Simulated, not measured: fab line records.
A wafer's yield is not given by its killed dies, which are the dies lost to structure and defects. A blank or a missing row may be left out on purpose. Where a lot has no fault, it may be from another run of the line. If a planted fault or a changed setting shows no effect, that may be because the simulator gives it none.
Problem report in the 8D (eight disciplines) form, filled by code ; flow n5_finfet ; the parts of the form that need people (team, actions taken, sign-off) are left out

## 1. THE PROBLEM
trench_depth_nm at N5_BEOL_M4_OCD_MEAS_38 reads a mean of 63.5 nm on 4 wafers of 3 lots; wafers without a fault read 55.5 nm with a standard deviation of 1.3. Measured from the usual mean, that is +6.2 standard deviations.
First seen on wafer L763.3, day 12 13:43, on ocd-01. The record has a number at this step for 21 wafers belonging to 8 lots. Rule for "out" (also "out of limits"): further than 4 standard deviations from the usual mean. All remaining wafers that have a number are taken as sound.

## 2. WHAT IT IS AND WHAT IT IS NOT
question;is;is not
which readings at this step;trench_depth_nm;-
which lots;L763, L768, L769;L751, L756, L770, L772, L773
which wafers of those lots;L763.3, L768.3, L768.4, L769.4;L763.1, L769.1
read on which gauges;ocd-01, ocd-02;-
when;from day 12 13:43;"up to then (7 sound wafers); but 10 sound wafers of L769, L770, L772, L773 came after"

## 3. WHAT RULES OUT EACH SUSPECT
Counting: any tool at a process step up to the reading remains a suspect provided it ran every lot that is out. Sound lots after the first of them don't rule it out here, since some wafers of a struck lot are sound.
- the gauge at N5_BEOL_M4_OCD_MEAS_38: ruled out. 2 gauges (ocd-01, ocd-02) read the wafers that are out.
- rie_diel-03 at N5_BEOL_M4_ETCH_77 (etches underlayer in N2/H2, target depth 6.5 nm, time 5.2 s): kept. Every lot that is out went through it, the first being L763 (day 12 09:33); the last sound lot it ran before that was L751 (day 8 15:37).
- rie_diel-03 at N5_BEOL_M4_ETCH_70 (etches SOC in N2/H2, target depth 80 nm, overetch 24 nm, time 130 s): kept. Every lot that is out went through it, the first being L763 (day 12 13:21); the last sound lot it ran before that was L756 (day 9 14:50).
- rie_diel-03 at N5_BEOL_M4_TRENCH_ETCH_37 (etches SiOC in C4F6/O2, target depth 55.555 nm, time 29.2 s): kept. Every lot that is out went through it, the first being L763 (day 12 13:33); the last sound lot it ran before that was L756 (day 9 15:02). Its own run_length_s readings are out on those wafers.
The count leaves rie_diel-03 at N5_BEOL_M4_ETCH_77, rie_diel-03 at N5_BEOL_M4_ETCH_70, and rie_diel-03 at N5_BEOL_M4_TRENCH_ETCH_37.

## 4. THE CAUSE (what the simulator had put in)
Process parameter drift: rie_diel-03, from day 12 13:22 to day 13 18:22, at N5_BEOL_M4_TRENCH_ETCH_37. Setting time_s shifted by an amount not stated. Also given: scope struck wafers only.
Of the 3 suspects that counting leaves, this tool is one.

## 5. THE CHAIN OF EFFECTS, in route order
Each row: a reading whose mean over the struck wafers that have a number lies more than 3 standard deviations from the usual. Only readings for which the record gives a usual standard deviation are gone through. hours: the time from each lot's start at the first step in this table that gives one to its start at this step, as a median over the lots. sigmas: the change in usual standard deviations.
hours;step;reading;usual;on struck wafers;change;sigmas
0;N5_BEOL_M4_TRENCH_ETCH_37;run_length_s;52.4 s;56.6;+4.2;+9.1
0;N5_BEOL_M4_OCD_MEAS_38;trench_depth_nm;55.5 nm;63.5;+8.0;+6.2
5;N5_BEOL_M4_THK_MEAS_53;M4_THK;39.7 nm;46.2;+6.5;+3.6
5;N5_BEOL_M4_RS_MEAS_58;M4_RS;0.68 ohm/sq;0.55;-0.13;-3.4
Here are the process steps it includes:
- N5_BEOL_M4_TRENCH_ETCH_37: etches SiOC in C4F6/O2, target depth 55.555 nm, time 29.2 s.
At these later measuring or inspecting steps, every struck wafer for which the step has a row has a number for every such reading, and none has moved that far: N5_BEOL_M4_CD_MEAS_35, N5_BEOL_M4_RC_MEAS_101.

## 6. WHAT WOULD HAVE CAUGHT IT SOONER
Counted from the fault's start at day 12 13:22, it took 0 hours until the first out-of-limits reading at a measuring or inspecting step in this record, taken at day 12 13:43.
The tool's own readings at N5_BEOL_M4_TRENCH_ETCH_37 were out on every struck wafer that the step has a row for (run_length_s): an alarm limit on them would have fired on the first of those.
L768, L769, from the lots that are out (3), started N5_BEOL_M4_TRENCH_ETCH_37 on rie_diel-03 later than day 12 13:43. A hold on the tool at that time would have spared those 2.
